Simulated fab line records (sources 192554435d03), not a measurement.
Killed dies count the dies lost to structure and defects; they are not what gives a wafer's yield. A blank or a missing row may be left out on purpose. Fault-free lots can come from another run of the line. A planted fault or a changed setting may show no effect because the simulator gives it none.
fab line records -- flow n5_finfet
record: lots: 5, wafers: 14, last_day: 18
route steps=1938 shown MOL_CONTACT_COAG@532 PASSIVATION@1936
lots that met no fault: from a run of the same line without faults
start_h: hours from the record's opening day to when the first of the lot's shown wafers began -- wait_h: hours since the lot's step before -- " the same as in the row above -- L1.1+2: a row that stands for several wafers -- - no value present, or no start provided -- * or withheld: withheld -- < > ~ a bound
route shown NAME@n: a module of which the file shows steps, and the number in the route of the first -- usual: mean and standard deviation over wafers with no fault -- same: alike in all rows -- chamber/n: place in a boat -- sites: each site's reading -- _std_site: standard deviation across them -- _edge_site: inner sites' mean taken away from outer sites' mean -- radius_mm: for every site, how far away it sits from the centre of the wafer -- mask NAME#n: copy n -- behind: the most recent tool/chamber to have shaped the wafer -- hold: what put the lot on hold/how long, in hours/how the hold closed -- device: the n, p or np transistor that did not switch -- end of line: the same wafers' tests at the end of the route -- for a step that has no rows: nothing shown but its recipe -- killed: dies that structure and defects cost at the first sort, which is not the same as the wafer's yield -- map: per-die view of a wafer (x killed, . not killed, _ where there is no die)
set.NAME: the setting the step ran with; set.NAME@STEP: the setting that earlier step ran with -- model.NAME: the simulator's own value behind a step, which no gauge read
lots seen at some steps along the route; tables by step, rows by wafer
services: the hour from which a tool's chamber was out of use, counted from the record's first day as start_h (under 0 if before that day), plus the number of hours and why
== steps ==
step: N5_MOL_CONTACT_COAG_ETCH_106
recipe: chemistry: N2/H2, target: SOC, target_depth_a: 800, overetch_a: 160, mask_material: SiARC, temp_c: 40, time_s: 120, ion_energy_ev: 200, pressure_mtorr: 30, source_w: 840, bias_w: 150, n2_flow_sccm: 200, h2_flow_sccm: 200
step: N5_MOL_CONTACT_COAG_STRIP_107
recipe: chemistry: N2/H2, temp_c: 40, n2_flow_sccm: 200, h2_flow_sccm: 200, rf_frequency_hz: 6e+07
step: N5_MOL_CONTACT_COAG_STRIP_108
recipe: chemistry: N2/H2, temp_c: 40, n2_flow_sccm: 200, h2_flow_sccm: 200, rf_frequency_hz: 6e+07
step: N5_MOL_CONTACT_COAG_CONTACT_ETCH_14
recipe: chemistry: C4F6/O2, target: SiO2, target_depth_a: 275, overetch_a: 85, mask_material: SOC, pressure_mtorr: 30, source_w: 370, bias_w: 185, Ar_flow_sccm: 300, C4F6_flow_sccm: 16, O2_flow_sccm: 10, time_s: 20, ion_energy_ev: 259.6
step: N5_MOL_CONTACT_COAG_STRIP_109
recipe: chemistry: C4F6/O2, resist: SiARC, rf_frequency_hz: 6e+07
step: N5_MOL_CONTACT_COAG_ETCH_15
recipe: chemistry: CH3F/O2, target: SiNx, target_depth_a: 70, mask_material: SOC, stop_on: Si:P, over_etch_frac: 0.75, ion_energy_ev: 120, pressure_mtorr: 30, source_w: 395, bias_w: 73, Ar_flow_sccm: 150, CH3F_flow_sccm: 30, O2_flow_sccm: 20
step: N5_MOL_CONTACT_COAG_ETCH_110
recipe: chemistry: CF4/O2, target: Si, target_depth_a: 25, time_s: 8, pressure_mtorr: 100, source_w: 200, bias_w: 12, ion_energy_ev: 60, Ar_flow_sccm: 100, cf4_flow_sccm: 100, O2_flow_sccm: 10
step: N5_MOL_CONTACT_COAG_STRIP_98
recipe: chemistry: N2/H2, power_w: 500, temp_c: 40, pressure_mtorr: 50, rf_frequency_hz: 6e+07, overash_fraction: 0.3, bias_power_w: 8, h2_frac: 0.5, n2_flow_sccm: 300, h2_flow_sccm: 300
usual: drypump_motor_current_A: 5.6/0.41, n2_flow_sccm: 300.0/0.91, oes_product_au: 0.76/0.064, rf_vpp_V: 54.1/1.5, showerhead_plenum_p_Torr: 3.32/0.12, throttle_valve_pct: 18.9/0.37
lot.wafer,tool,chamber,start_h,wait_h,drypump_motor_current_A,n2_flow_sccm,oes_product_au,rf_hours_counter_h,rf_vpp_V,showerhead_plenum_p_Torr,throttle_valve_pct
L223.2,rie_diel-04,2,110.56,0.0,5.6,301.7,0.96,10,54.3,3.42,18.8
L223.3,rie_diel-04,3,110.56,0.0,5.5,301.8,0.78,125,53.2,3.22,18.6
L223.6,rie_diel-04,0,110.56,0.0,5.8,300.1,0.82,-,52.8,3.40,18.9
L225.2,rie_diel-05,0,118.24,0.0,5.2,299.7,0.76,166,54.3,3.22,19.0
L225.3,rie_diel-05,1,118.24,0.0,6.2,301.0,0.80,112,55.6,3.34,19.0
L225.5,rie_diel-05,3,118.24,0.0,5.5,300.5,0.69,-,49.8,3.15,18.4
L233.3,rie_diel-01,2,164.46,0.0,5.2,299.7,0.71,200,55.8,3.36,19.9
L233.5,rie_diel-01,1,164.46,0.0,5.8,302.0,0.81,-,53.6,3.55,19.0
L233.6,rie_diel-01,0,164.46,0.0,6.2,300.4,0.69,-,56.4,3.42,19.0
L234.3,rie_diel-05,1,171.77,0.0,6.1,299.4,0.79,133,54.6,3.33,18.9
L234.4,rie_diel-05,3,171.77,0.0,5.5,300.4,0.68,230,52.8,3.14,18.5
L234.5,rie_diel-05,0,171.77,0.0,5.1,301.2,0.75,-,53.8,3.21,19.0
L239.1,rie_diel-05,2,200.34,0.0,5.3,300.9,0.70,226,54.4,3.40,18.3
L239.2,rie_diel-05,3,200.34,0.0,5.5,299.3,0.65,238,51.5,3.14,18.5
step: N5_MOL_CONTACT_COAG_CD_MEAS_99
recipe: target_cd_nm: 17.2, polarity: opening
usual: cd_nm: 17.0/0.38
lot.wafer,tool,chamber,start_h,wait_h,cd_nm
L223.2,cd_sem-02,-,110.63,-,16.3
L223.3,cd_sem-02,-,110.63,-,16.9
L223.6,cd_sem-02,-,110.63,-,16.1
L225.2,cd_sem-02,-,118.31,-,16.3
L225.3,cd_sem-02,-,118.31,-,17.3
L225.5,cd_sem-02,-,118.31,-,17.1
L233.3,cd_sem-01,-,164.53,-,17.2
L233.5,cd_sem-01,-,164.53,-,17.2
L233.6,cd_sem-01,-,164.53,-,16.7
L234.3,cd_sem-02,-,171.84,-,18.0
L234.4,cd_sem-02,-,171.84,-,17.0
L234.5,cd_sem-02,-,171.84,-,17.1
L239.1,cd_sem-02,-,200.42,-,17.1
L239.2,cd_sem-02,-,200.42,-,17.1
step: N5_MOL_CONTACT_COAG_IMPLANT_129
recipe: species: Ge, energy_kev: 3, dose_cm2: 6e+14, tilt_deg: 0, rotation_deg: 0
step: N5_MOL_CONTACT_COAG_PRECLEAN_111
recipe: chemistry: NF3:NH3, afs_cycles: 1, temp_c: 30, time_s: 20, sublimation_temp_c: 180, sublimation_time_s: 60, pressure_torr: 3, rf_power_w: 30
step: N5_MOL_CONTACT_COAG_TI_SIL_19
recipe: material: Ti, target_thk_a: 42, temp_c: 200, chamber_pressure_pa: 5, power_w: 5000, time_s: 15
usual: throttle_valve_pct: 29.7/0.86
lot.wafer,tool,chamber,start_h,wait_h,throttle_valve_pct
L223.2,pvd_sputter-02,-,111.50,0.4,29.4
L223.3,pvd_sputter-02,-,111.50,0.4,29.4
L223.6,pvd_sputter-02,-,111.50,0.4,29.4
L225.2,pvd_sputter-03,-,119.28,0.2,29.5
L225.3,pvd_sputter-03,-,119.28,0.2,29.1
L225.5,pvd_sputter-03,-,119.28,0.2,29.5
L233.3,pvd_sputter-02,-,166.13,0.8,29.3
L233.5,pvd_sputter-02,-,166.13,0.8,29.0
L233.6,pvd_sputter-02,-,166.13,0.8,29.4
L234.3,pvd_sputter-03,-,172.35,0.2,29.0
L234.4,pvd_sputter-03,-,172.35,0.2,31.3
L234.5,pvd_sputter-03,-,172.35,0.2,29.9
L239.1,pvd_sputter-01,-,202.18,0.3,30.6
L239.2,pvd_sputter-01,-,202.18,0.3,30.7
step: N5_MOL_CONTACT_COAG_ALD_20
recipe: material: TiN, target_thk_a: 15, temp_c: 400, ald_precursor_family: TiCl4, ald_co_reactant: NH3, pulse_time_s: 1, purge_time_s: 3, co_reactant_purge_time_s: 2, co_reactant_pulse_time_s: 2, ald_cycles: 68, pressure_torr: 3
usual: heater_power_w: 891/77, precursor_pulse_height_rel: 1.000/0.019
lot.wafer,tool,chamber,start_h,wait_h,heater_power_w,precursor_pulse_height_rel
L223.2,ald_metal-02,3,111.62,0.1,862,0.988
L223.3,ald_metal-02,2,111.62,0.1,976,1.037
L223.6,ald_metal-02,0,111.62,0.1,921,1.009
L225.2,ald_metal-02,3,119.41,0.1,870,1.037
L225.3,ald_metal-02,0,119.41,0.1,911,0.972
L225.5,ald_metal-02,0,119.41,0.1,920,1.030
L233.3,ald_metal-04,3,166.25,0.1,850,1.003
L233.5,ald_metal-04,1,166.25,0.1,979,1.023
L233.6,ald_metal-04,2,166.25,0.1,896,1.001
L234.3,ald_metal-04,3,172.47,0.1,854,0.987
L234.4,ald_metal-04,2,172.47,0.1,887,1.013
L234.5,ald_metal-04,1,172.47,0.1,986,0.997
L239.1,ald_metal-02,1,202.30,0.1,901,1.017
L239.2,ald_metal-02,0,202.30,0.1,925,0.989
step: N5_MOL_CONTACT_COAG_SIL_ANNEAL_21
recipe: temp_c: 550, time_s: 60, ambient: N2
step: N5_MOL_CONTACT_COAG_PRE_CLEAN_141
recipe: gas: H2/He, time_s: 60, temp_c: 300
step: N5_MOL_CONTACT_COAG_SPUTTER_143
recipe: material: Co, target_thk_a: 25, temp_c: 25, chamber_pressure_pa: 0.2
usual: throttle_valve_pct: 29.6/0.88
lot.wafer,tool,chamber,start_h,wait_h,throttle_valve_pct
L223.2,pvd_sputter-03,-,112.29,0.0,29.7
L223.3,pvd_sputter-03,-,112.29,0.0,28.7
L223.6,pvd_sputter-03,-,112.29,0.0,29.0
L225.2,pvd_sputter-01,-,120.50,0.0,30.5
L225.3,pvd_sputter-01,-,120.50,0.0,28.8
L225.5,pvd_sputter-01,-,120.50,0.0,30.7
L233.3,pvd_sputter-03,-,167.49,0.0,28.7
L233.5,pvd_sputter-03,-,167.49,0.0,29.2
L233.6,pvd_sputter-03,-,167.49,0.0,29.9
L234.3,pvd_sputter-01,-,175.61,0.0,28.5
L234.4,pvd_sputter-01,-,175.61,0.0,28.9
L234.5,pvd_sputter-01,-,175.61,0.0,28.4
L239.1,pvd_sputter-01,-,203.80,0.0,28.8
L239.2,pvd_sputter-01,-,203.80,0.0,30.7
step: N5_MOL_CONTACT_COAG_CO_FILL_22
recipe: material: Co, target_thk_a: 200, temp_c: 200, precursor: CCTBA/H2, pressure_torr: 30
step: N5_MOL_CONTACT_COAG_ANNEAL_113
recipe: temp_c: 400, time_s: 300, ambient: H2/N2
step: N5_MOL_CONTACT_COAG_PRE_CLEAN_142
recipe: gas: H2/He, time_s: 60, temp_c: 300
usual: heater_power_w: 462/32
lot.wafer,tool,chamber,start_h,wait_h,heater_power_w
L223.2,pvd_sputter-03,-,114.13,0.8,439
L223.3,pvd_sputter-03,-,114.13,0.8,487
L223.6,pvd_sputter-03,-,114.13,0.8,454
L225.2,pvd_sputter-01,-,122.31,0.8,430
L225.3,pvd_sputter-01,-,122.31,0.8,479
L225.5,pvd_sputter-01,-,122.31,0.8,505
L233.3,pvd_sputter-02,-,170.95,1.8,438
L233.5,pvd_sputter-02,-,170.95,1.8,489
L233.6,pvd_sputter-02,-,170.95,1.8,390
L234.3,pvd_sputter-03,-,177.88,1.1,505
L234.4,pvd_sputter-03,-,177.88,1.1,478
L234.5,pvd_sputter-03,-,177.88,1.1,474
L239.1,pvd_sputter-01,-,208.69,3.9,476
L239.2,pvd_sputter-01,-,208.69,3.9,506
step: N5_MOL_CONTACT_COAG_SPUTTER_130
recipe: material: Co, target_thk_a: 475, temp_c: 25, chamber_pressure_pa: 0.5, power_w: 3000
step: N5_MOL_CONTACT_COAG_PRECLEAN_125
recipe: chemistry: DIW, time_s: 57.5, temp_c: 23
step: N5_MOL_CONTACT_COAG_SRD_126
recipe: dry_time_s: 32, dry: n2_spin, spin_rpm: 1500
step: N5_MOL_CONTACT_COAG_CMP_23
recipe: stop_on: SiO2, t_overpolish_s: 1.5, post_cmp_clean: cu_alkaline, down_force_psi: 2, platen_rpm: 50.289, pad_velocity_m_s: 1.0006, target_thk_nm: 0
usual: motor_current_A: 8.3/0.81, overpolish_run_s: 1.499/0.0096, time_to_endpoint_s: 10.2/2.7
lot.wafer,tool,chamber,start_h,wait_h,motor_current_A,overpolish_run_s,time_to_endpoint_s
L223.2,cmp-02,0,114.37,0.0,10.5,1.508,7.3
L223.3,cmp-02,1,114.37,0.0,8.0,1.491,11.9
L223.6,cmp-02,0,114.37,0.0,10.6,1.495,10.4
L225.3,cmp-04,1,122.55,0.0,8.9,1.488,11.8
L225.2,cmp-04,0,122.55,0.0,7.9,1.493,14.8
L225.5,cmp-04,2,122.55,0.0,7.4,1.502,11.2
L233.3,cmp-03,0,171.23,0.1,8.3,1.489,5.4
L233.5,cmp-03,3,171.23,0.1,8.2,1.505,6.6
L233.6,cmp-03,0,171.23,0.1,8.7,1.505,7.6
L234.3,cmp-03,3,178.16,0.1,8.1,1.511,11.6
L234.4,cmp-03,1,178.16,0.1,8.5,1.490,10.6
L234.5,cmp-03,3,178.16,0.1,8.5,1.497,10.4
L239.2,cmp-03,1,209.03,0.1,8.2,1.483,10.6
L239.1,cmp-03,2,209.03,0.1,8.3,1.484,5.8
step: N5_MOL_CONTACT_COAG_WET_ETCH_26
recipe: target: Co, target_depth_nm: 13
step: N5_MOL_CONTACT_COAG_WET_ETCH_116
recipe: chemistry: SC1-inhibited, target_depth_nm: 4.6, dry: ipa_marangoni, rinse_time_s: 30, rinse_temp_c: 23
step: N5_MOL_CONTACT_COAG_ALD_27
recipe: material: SiOC, target_thk_a: 170, temp_c: 400, ald_precursor_family: carbosiloxane, ald_co_reactant: H2-plasma, pulse_time_s: 1.5, time_s: 2720, purge_time_s: 2, co_reactant_purge_time_s: 2, ald_cycles: 340, pressure_torr: 2
step: N5_MOL_CONTACT_COAG_CMP_28
recipe: stop_on: SiNx, t_overpolish_s: 0.85, post_cmp_clean: alkaline_brush, down_force_psi: 4.15, platen_rpm: 51.8, pad_velocity_m_s: 1.0307, target_thk_nm: 14.522
step: N5_MOL_CONTACT_COAG_THK_MEAS_29
recipe: reads: SiNx_of_GATE_CUT_PECVD_57+SiNx_of_GATE_CUT_SAC_CAP_01
usual: MD_CAP_THK: 17.90/0.13
lot.wafer,tool,chamber,start_h,wait_h,MD_CAP_THK[nm]
L223.2,film_metro-01,-,117.10,-,17.94
L223.3,film_metro-01,-,117.10,-,17.94
L223.6,film_metro-01,-,117.10,-,17.90
L225.2,film_metro-01,-,125.66,-,17.70
L225.3,film_metro-01,-,125.66,-,17.96
L225.5,film_metro-01,-,125.66,-,17.92
L233.3,film_metro-01,-,174.35,-,17.91
L233.5,film_metro-01,-,174.35,-,17.98
L233.6,film_metro-01,-,174.35,-,17.78
L234.3,film_metro-01,-,180.90,-,18.04
L234.4,film_metro-01,-,180.90,-,17.83
L234.5,film_metro-01,-,180.90,-,17.75
L239.1,film_metro-01,-,211.64,-,17.91
L239.2,film_metro-01,-,211.64,-,17.76
step: N5_MOL_CONTACT_COAG_ALD_123
recipe: material: SiNx, target_thk_a: 50, temp_c: 400, ald_precursor_family: SiH2I2, ald_co_reactant: N2/H2-plasma, pulse_time_s: 1, purge_time_s: 2, co_reactant_purge_time_s: 2, ald_cycles: 100, pressure_torr: 2
step: N5_MOL_CONTACT_COAG_PECVD_31
recipe: material: SiO2, target_thk_a: 460, temp_c: 400, precursor: TEOS/O2, pressure_torr: 6.5, rf_w: withheld, teos_flow_sccm: withheld, gas: O2, flow_sccm: 2650, time_s: 8.9
step: N5_MOL_CONTACT_COAG_COAT_75
recipe: resist: SOC, temp_c: 250, time_s: 60, spin_rpm: 1500, resist_thk_nm: 60
step: N5_MOL_CONTACT_COAG_COAT_76
recipe: resist: SiARC, temp_c: 220, time_s: 60, spin_rpm: 1500, resist_thk_nm: 10
step: N5_MOL_CONTACT_COAG_COAT_77
recipe: resist: underlayer, temp_c: 205, time_s: 60, spin_rpm: 1500, resist_thk_nm: 10
step: N5_MOL_CONTACT_COAG_COAT_78
recipe: resist: CAR-EUV, spin_rpm: 1500, resist_thk_nm: 40
step: N5_MOL_CONTACT_COAG_EBR_80
recipe: solvent: PGMEA, ebr_width_mm: 1.5
step: N5_MOL_CONTACT_COAG_SOFTBAKE_79
recipe: temp_c: 110, time_s: 60, resist: CAR-EUV
step: N5_MOL_CONTACT_COAG_EXPOSE_81
recipe: mask_id: VG, na: 0.33, source_shape: annular, sigma_inner: 0.3, sigma_outer: 0.7, polarization: unpolarized, defocus_nm: 0, dose_mj: 59.5
step: N5_MOL_CONTACT_COAG_PEB_82
recipe: peb_temp_c: 100, peb_time_s: 60, resist: CAR-EUV
step: N5_MOL_CONTACT_COAG_DEVELOP_83
recipe: develop_time_s: 30, developer: TMAH, resist: CAR-EUV, rinse_liquid: surfactant_rinse, dry: air_spin, dev_temp_c: 23
step: N5_MOL_CONTACT_COAG_CD_MEAS_84
recipe: target_cd_nm: 25.1, landing_energy_ev: 500, detector: se_inlens, polarity: opening
usual: cd_nm: 25.10/0.27
lot.wafer,tool,chamber,start_h,wait_h,cd_nm
L223.2,cd_sem-02,0,117.97,-,25.21
L223.3,cd_sem-02,0,117.97,-,25.04
L223.6,cd_sem-02,0,117.97,-,25.05
L225.2,cd_sem-03,0,126.54,-,25.13
L225.3,cd_sem-03,0,126.54,-,25.41
L225.5,cd_sem-03,0,126.54,-,25.36
L233.3,cd_sem-01,0,175.85,-,24.80
L233.5,cd_sem-01,0,175.85,-,25.44
L233.6,cd_sem-01,0,175.85,-,25.33
L234.3,cd_sem-03,0,181.89,-,24.73
L234.4,cd_sem-03,0,181.89,-,24.69
L234.5,cd_sem-03,0,181.89,-,24.64
L239.1,cd_sem-03,0,212.52,-,24.99
L239.2,cd_sem-03,0,212.52,-,24.65
step: N5_PASSIVATION_PROBE_49
usual: killed_at_M0_to_M3: 36/10, killed_at_M4_up: 14/5.2, killed_at_contacts: 12/6, killed_at_front_end: 37/10, killed_at_other: 4/3.3, killed_dies: 104/18, killed_on_rim: 14/4.1, killed_open: 68/14, killed_short: 34/7.4
same: gross_dies: 1180, killed_at_back_side: 0
lot.wafer,tool,chamber,start_h,wait_h,killed_at_M0_to_M3,killed_at_M4_up,killed_at_contacts,killed_at_front_end,killed_at_other,killed_dies,killed_on_rim,killed_open,killed_short
L223.2,prober-01,-,337.25,0.1,37,11,9,34,1,92,14,55,37
L223.3,prober-01,-,337.30,0.1,30,12,2,41,2,87,10,62,25
L223.6,prober-01,-,337.45,0.3,29,15,5,31,8,88,17,55,27
L225.2,prober-01,-,344.35,0.1,41,13,9,21,1,85,10,60,24
L225.3,prober-01,-,344.40,0.1,34,11,13,30,4,92,12,60,32
L225.5,prober-01,-,344.50,0.2,43,18,8,45,3,117,11,82,34
L234.3,prober-01,-,400.61,0.1,38,11,9,40,1,99,12,66,32
L234.4,prober-01,-,400.66,0.2,34,24,16,47,4,125,18,79,46
L234.5,prober-01,-,400.71,0.2,31,14,79,45,0,169,35,67,36
L233.3,prober-01,-,401.30,0.1,30,15,14,48,5,112,12,76,35
L233.5,prober-01,-,401.40,0.2,30,15,15,41,9,110,15,71,35
L233.6,prober-01,-,401.45,0.3,36,13,17,25,6,97,12,67,29
L239.1,prober-01,-,439.05,0.0,41,16,4,36,3,100,20,61,39
L239.2,prober-01,-,439.10,0.1,24,8,7,44,9,92,12,49,38
killed by level:class
L223.2 FIN_SAQP:geometric_particle:short=12 BEOL_M1:geometric_particle:open=11 MOL_CONTACT_COAG:geometric_particle:open=7 STI_FIN_REVEAL:geometric_particle:open=6 BEOL_M2:geometric_particle:open=6 BEOL_M4:geometric_particle:open=6 BEOL_M0_SAQP:geometric_particle:short=5 FIN_SAQP:geometric_particle:open=4
L223.3 STI_FIN_REVEAL:geometric_particle:open=12 BEOL_M2:geometric_particle:open=11 FIN_SAQP:geometric_particle:short=9 FIN_SAQP:geometric_particle:open=5 GATE_CUT:geometric_particle:short=5 BEOL_M1:geometric_particle:open=5 BEOL_M2:geometric_particle:short=4 BEOL_M0:geometric_particle:open=3
L223.6 BEOL_M1:geometric_particle:open=10 STI_FIN_REVEAL:geometric_particle:open=8 FIN_SAQP:geometric_particle:open=7 MOL_CONTACT_COAG:geometric_particle:open=5 BEOL_M1:geometric_particle:short=5 PASSIVATION:area_etch=5 BEOL_M2:geometric_particle:open=4 BEOL_M4:geometric_particle:open=4
L225.2 BEOL_M0_SAQP:geometric_particle:open=11 BEOL_M2:geometric_particle:open=10 MOL_CONTACT_COAG:geometric_particle:open=6 BEOL_M3:geometric_particle:open=6 BEOL_M4:geometric_particle:open=5 BEOL_M0_SAQP:geometric_particle:short=4 BEOL_M3:geometric_particle:short=4 FIN_SAQP:geometric_particle:open=3
L225.3 BEOL_M1:geometric_particle:open=12 MOL_CONTACT_COAG:geometric_particle:open=10 BEOL_M0_SAQP:geometric_particle:open=9 DUMMY_GATE:geometric_particle:open=6 GATE_CUT:geometric_particle:short=4 BEOL_M2:geometric_particle:open=4 BEOL_M3:geometric_particle:open=4 STARTING-WAFER:geometric_particle:short=4
L225.5 BEOL_M2:geometric_particle:open=12 BEOL_M3:geometric_particle:open=12 FIN_SAQP:geometric_particle:short=11 FIN_SAQP:geometric_particle:open=8 MOL_CONTACT_COAG:geometric_particle:open=7 BEOL_M4:geometric_particle:open=7 STI_FIN_REVEAL:geometric_particle:open=6 BEOL_M0_SAQP:geometric_particle:short=5
L234.3 STI_FIN_REVEAL:geometric_particle:open=15 BEOL_M0_SAQP:geometric_particle:open=14 MOL_CONTACT_COAG:geometric_particle:open=9 BEOL_M0_SAQP:geometric_particle:short=9 BEOL_M2:geometric_particle:open=6 ILD0:geometric_particle:short=5 FIN_SAQP:geometric_particle:short=4 BEOL_M1:geometric_particle:open=4
L234.4 FIN_SAQP:geometric_particle:open=16 BEOL_M0_SAQP:geometric_particle:short=12 MOL_CONTACT_COAG:geometric_particle:open=12 BEOL_M0_SAQP:geometric_particle:open=11 BEOL_M4:geometric_particle:open=11 FIN_SAQP:geometric_particle:short=7 STI_FIN_REVEAL:geometric_particle:open=6 BEOL_M1:geometric_particle:open=4
L234.5 MOL_CONTACT_COAG:unspecified=64 MOL_CONTACT_COAG:geometric_particle:open=12 STI_FIN_REVEAL:geometric_particle:open=9 BEOL_M0_SAQP:geometric_particle:open=9 GATE_CUT:geometric_particle:short=8 BEOL_M0_SAQP:geometric_particle:short=7 FIN_SAQP:geometric_particle:open=6 BEOL_M4:geometric_particle:open=5
L233.3 BEOL_M0_SAQP:geometric_particle:open=15 MOL_CONTACT_COAG:geometric_particle:open=12 FIN_SAQP:geometric_particle:open=11 FIN_SAQP:geometric_particle:short=11 BEOL_M4:geometric_particle:open=8 STI_FIN_REVEAL:geometric_particle:open=8 BEOL_M0_SAQP:geometric_particle:short=8 GATE_CUT:geometric_particle:short=4
L233.5 MOL_CONTACT_COAG:geometric_particle:open=12 STI_FIN_REVEAL:geometric_particle:open=10 BEOL_M0_SAQP:geometric_particle:short=9 FIN_SAQP:geometric_particle:open=8 BEOL_M0_SAQP:geometric_particle:open=8 FIN_SAQP:geometric_particle:short=5 STI_FIN_REVEAL:geometric_particle:short=5 BEOL_M3:geometric_particle:open=5
L233.6 MOL_CONTACT_COAG:geometric_particle:open=16 BEOL_M0_SAQP:geometric_particle:short=12 BEOL_M0_SAQP:geometric_particle:open=12 BEOL_M4:geometric_particle:open=9 BEOL_M3:geometric_particle:open=8 GATE_CUT:geometric_particle:short=4 STI_FIN_REVEAL:geometric_particle:open=3 STARTING-WAFER:geometric_particle:short=3
L239.1 DUMMY_GATE:geometric_particle:open=9 BEOL_M3:geometric_particle:open=9 STI_FIN_REVEAL:geometric_particle:open=8 BEOL_M0_SAQP:geometric_particle:short=8 BEOL_M0_SAQP:geometric_particle:open=6 FIN_SAQP:geometric_particle:short=5 BEOL_M1:geometric_particle:open=5 BEOL_M3:geometric_particle:short=5
L239.2 FIN_SAQP:geometric_particle:short=12 BEOL_M3:geometric_particle:open=9 DUMMY_GATE:geometric_particle:open=7 MOL_CONTACT_COAG:geometric_particle:open=6 STI_FIN_REVEAL:geometric_particle:open=5 BEOL_M0_SAQP:geometric_particle:short=5 STARTING-WAFER:geometric_particle:short=5 PASSIVATION:area_etch=5
map L234.5 (x killed, . not)
_________________.......x....________________
______________.................._____________
___________.x....x..x..x.x..x..x...__________
__________.........................x_________
________....................x.x....xxx_______
_______............................xxxx______
______.....................x......xxxxxx_____
_____....x.....................x..xxxxxxx____
____.......................x.....xx.xxxxxx___
___....x.....x......x..............xxxxxxxx__
___................x..............x.xxxxxxx__
__x..x..x...........x...........x.xxxxxxxxxx_
__...........x.............x..xx....xxxxxxxx_
_.................xx........x...........xxxxx
_.........x....x.........................x.x.
_...x...xx.....................x.............
_.x...x....x.......x.....x...................
_..x..........x..x........x.x............x...
_...................x................x.....x.
_..........x...x......x......x.........x....x
_....x..........x..................x.......x.
__....x..........................x.....x..x._
__............x.x........................x.._
___.xx...........x..............x..........__
___.x..........x................x..........__
____x..............x.x.x......x......x....___
_____....x.....................x.........____
______........x........................._____
_______...............x.............x..______
________x...x....x.x......x.........x._______
__________x....x...................._________
___________.x............x.....xx..__________
______________.........x........_____________
_________________...x........________________
map L233.3 (x killed, . not)
_________________...........x________________
______________...x.............._____________
___________......x.................__________
__________..xx....x......x.........._________
________...........x......x..........._______
_______....................x.......x...______
______......................x..........._____
_____..x.x.....x........x....x..........x____
____.........x..x.................x.......___
___..........x...........xx...x.........x..__
___............x........x..................__
__..x...........x...x.........x............._
__.....x...................................._
_x...........................x............x..
_.........................................x..
_......x.....x......x.......................x
_....................x.x...x...xx......x.....
_....................x.........x.............
_.........x.....x.......x.....x.......x......
_...x...........x....x.....xx..............x.
_........x.................x........x.x....x.
__....x.............................x...x..._
__..............x...............x..x........_
___....x.x.x..x..........x..x.......x....x.__
___.x...........................x..........__
____....x...........x................x....___
_____..........x.........xx.....xx.......____
______....x...x..............x...x..x..._____
_______...x.......................x.x..______
________..xx...............x....x...x._______
__________....x.x......x.x.........._________
___________..xx....................__________
______________.......x...x.x...._____________
_________________...x........________________
== services ==
tool,chamber,start_h,hours,kind
pvd_sputter-01,-,87.01,31.7,repair
ald_metal-02,2,94.63,-,calibration
pvd_sputter-03,-,99.50,1.7,repair
cmp-03,-,103.92,6.0,pm
ald_metal-04,2,111.80,4.2,repair
cmp-04,-,125.71,4.0,pm
cmp-04,-,129.71,-,consumable_replace:conditioner
cmp-04,-,129.71,-,consumable_replace:pad
cmp-02,-,144.13,7.5,pm
ald_metal-02,3,154.09,15.1,repair
pvd_sputter-01,-,155.50,4.5,repair
rie_diel-01,2,171.91,16.9,repair
cmp-02,-,173.39,1.6,repair
cmp-04,-,177.98,9.0,pm
ald_metal-04,-,187.06,0.8,repair
rie_diel-04,2,196.85,3.7,repair
cmp-03,-,204.67,4.0,pm
cmp-03,-,208.67,-,consumable_replace:conditioner
cmp-03,-,208.67,-,consumable_replace:pad
== key ==
first_sign: step: N5_PASSIVATION_PROBE_49, reading: killed_at_contacts, direction: up, sigmas: 11, usual: 12, struck: 79
effect: step: N5_PASSIVATION_PROBE_49, reading: killed_dies, direction: up, sigmas: 3.7, usual: 104, struck: 169
more_kills_born_at: N5_MOL_CONTACT_COAG_ALD_20@ald_metal-04: 64
met_at N5_MOL_CONTACT_COAG_ALD_20
struck_wafers L234.5
tester_left_out L234
onset_between 166.25 172.47
fault: kind: chamber_particle_source, tool: ald_metal-04, chamber: 1, onset_h: 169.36, steps: N5_MOL_CONTACT_COAG_ALD_20, rate_per_visit_cm2: 0.84494, end_h: 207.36
tester_left_out: of these lots the tester's yield and bins aren't shown, on N5 and GAA mostly nor the transistor test; their killed dies are dies lost to structure and defects alone, not to doping, threshold or leakage, so they don't give the yield
